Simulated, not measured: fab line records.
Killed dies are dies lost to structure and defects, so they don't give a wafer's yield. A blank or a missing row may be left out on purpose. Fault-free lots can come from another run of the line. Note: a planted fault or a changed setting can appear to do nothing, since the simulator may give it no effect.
Which tool is to blame? | flow n5 finfet | 9 lots with 27 wafers sampled at 5 steps, on a route of 1938 steps

WHAT THE GAUGES SHOWED, per wafer
N5_BEOL_M0_RS_MEAS_126: uses a four-point probe to measure.
lot  | measured     | on            | M0_RS (ohm/sq)
L436 | day 8 09:12  | film metro-02 | 0.063 0.063 0.063
L437 | day 8 11:54  | film metro-02 | 0.062 0.063 0.062
L441 | day 9 09:50  | film metro-02 | 0.557 0.555 0.558
L442 | day 9 14:45  | film metro-02 | 0.554 0.547 0.534
L444 | day 10 07:15 | film metro-02 | 0.541 0.544 0.527
L445 | day 10 13:02 | film metro-02 | 0.514 0.550 0.542
L447 | day 11 01:19 | film metro-02 | 0.535 0.546 0.533
L448 | day 11 07:14 | film metro-02 | 0.522 0.529 0.514
L450 | day 11 17:23 | film metro-01 | 0.538 0.543 0.542

TOOL THAT RAN EACH LOT (tool first, then ch and the chambers of the sampled wafers, then the start)
lot  | N5_BEOL_M0_ETCH_109                | N5_BEOL_M0_DEGAS_112         | N5_BEOL_M0_CMP_120            | N5_BEOL_M0_PRE_CLEAN_131
L436 | rie diel-04 ch 1,2, day 8 05:05    | pvd sputter-03, day 8 05:17  | cmp-04 ch 0,2, day 8 08:35    | cvd co-01 ch 0,1,2, day 8 08:59
L437 | rie diel-04 ch 1,2,3, day 8 08:05  | pvd sputter-03, day 8 08:15  | cmp-03 ch 0,3, day 8 11:23    | cvd co-02 ch 0,1, day 8 11:40
L441 | rie diel-04 ch 1,2,3, day 9 07:22  | pvd sputter-03, day 9 07:38  | cmp-04 ch 0,3, day 9 09:19    | cvd co-01 ch 0,1, day 9 09:37
L442 | rie diel-05 ch 1,2,3, day 9 12:23  | pvd sputter-03, day 9 12:34  | cmp-03 ch 0,2,3, day 9 14:11  | cvd co-01 ch 1,2, day 9 14:31
L444 | rie diel-05 ch 0,1, day 10 03:03   | pvd sputter-01, day 10 03:14 | cmp-04 ch 0,1, day 10 06:41   | cvd co-02 ch 0,1,2, day 10 07:01
L445 | rie diel-04 ch 2,3, day 10 08:53   | pvd sputter-03, day 10 09:16 | cmp-04 ch 1,2, day 10 12:31   | cvd co-01 ch 0,1,2, day 10 12:50
L447 | rie diel-04 ch 0,1,3, day 10 21:41 | pvd sputter-01, day 10 22:31 | cmp-01 ch 0,3, day 11 00:46   | cvd co-01 ch 0,1, day 11 01:05
L448 | rie diel-05 ch 0,1,2, day 11 03:55 | pvd sputter-03, day 11 04:27 | cmp-03 ch 0,1,3, day 11 06:40 | cvd co-02 ch 0,2, day 11 07:00
L450 | rie diel-06 ch 1,3, day 11 12:54   | pvd sputter-03, day 11 13:08 | cmp-01 ch 1,3, day 11 16:50   | cvd co-02 ch 0,1, day 11 17:10
- N5_BEOL_M0_ETCH_109: etches SiCN in CH3F/O2, target depth 8 nm, overetch 2.4 nm, time 27.4 s.
- N5_BEOL_M0_DEGAS_112: time 60 s.
- N5_BEOL_M0_CMP_120: polishes, stops on SiOC, t overpolish 6.9 s.
- N5_BEOL_M0_PRE_CLEAN_131: time 15 s.

THE ANSWER, worked out from the rows above alone
Rule: the usual values come from the lots themselves. The widest of any qualifying gaps counts: lots, ordered by their means at a reading, are off when they make up no more than a third of the lots, leave a main group of 4 or more, and stand apart from it by 3 or more times the standard deviation of that group's means. Not used: any main group whose means are identical at the precision the tables above print for the reading. A lot without any number at a reading at which 4 lots or more have one is off too. Where the step has rows for the other lots, those lots are counted as sound.
Off: at N5_BEOL_M0_RS_MEAS_126 (M0_RS), L436, L437. For the main group the mean is 0.539 ohm/sq and the standard deviation 0.0098.
A tool fits if, at a process step before that reading, it ran every lot that is off, and no sound lot after the first of them. The gauges at N5_BEOL_M0_RS_MEAS_126 are tried like those tools. Not one of the candidates tried fits.

WHAT WAS PUT IN BY THE SIMULATOR
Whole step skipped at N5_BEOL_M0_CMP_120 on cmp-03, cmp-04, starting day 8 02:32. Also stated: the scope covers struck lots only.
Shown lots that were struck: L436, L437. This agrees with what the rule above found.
